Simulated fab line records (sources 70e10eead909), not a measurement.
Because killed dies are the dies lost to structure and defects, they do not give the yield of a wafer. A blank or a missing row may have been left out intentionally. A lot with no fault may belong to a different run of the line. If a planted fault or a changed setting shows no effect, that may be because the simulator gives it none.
Chamber matching    flow nand-harc    NHARC_A_STAIRCASE_DEP_417 on pecvd-03: 3 sister chambers
The step deposits Si3N4, target thk 60 nm. 16 wafers are shown with their chamber, then 8 later ones without.

== EACH WAFER AND ITS CHAMBER ==
wafer   chamber  heater-power-w (W)
L079.3  1        851
L079.4  0        777
L079.5  1        853
L082.1  1        837
L082.5  2        769
L082.6  0        722
L084.1  0        714
L084.4  2        876
L084.5  0        721
L089.1  1        795
L089.4  0        643
L089.5  1        801
L090.1  2        870
L090.2  1        732
L090.5  0        746
L088.2  2        890

SIGNATURES (means of the wafers above)
reading         chamber 0  chamber 1  chamber 2  scatter within a chamber
heater-power-w  720.50     811.50     851.25     47.8
Rule: for a wafer and a chamber, the distance is found by dividing, reading by reading, the gap between the wafer's reading and the chamber's mean by the reading's scatter, squaring, summing and taking the root. The wafer belongs to the nearest chamber; if the next one is less than 2 further off, it can't be placed. The scatter is the square root of a quotient: the sum, over the shown wafers, of each reading's squared deviation from its chamber's mean, divided by wafers minus chambers.

== WAFERS WITHOUT THEIR CHAMBER ==
wafer   heater-power-w (W)
L088.4  858
L088.5  885
L092.3  741
L092.4  787
L092.6  656
L095.3  817
L095.4  813
L095.6  734

== CHAMBER TAKEN BY EACH ==
wafer   from the rows above           in truth
L088.4  can't be placed: 2 or 1       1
L088.5  can't be placed: 2 or 1       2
L092.3  can't be placed: 0 or 1 or 2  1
L092.4  can't be placed: 1 or 2 or 0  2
L092.6  can't be placed: 0 or 1       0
L095.3  can't be placed: 1 or 2 or 0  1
L095.4  can't be placed: 1 or 2 or 0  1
L095.6  can't be placed: 0 or 1       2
Placed correctly: 0 of 8. From these rows, 8 cannot be placed; in 7 the true chamber is one of the candidates. 0 placed wrongly.
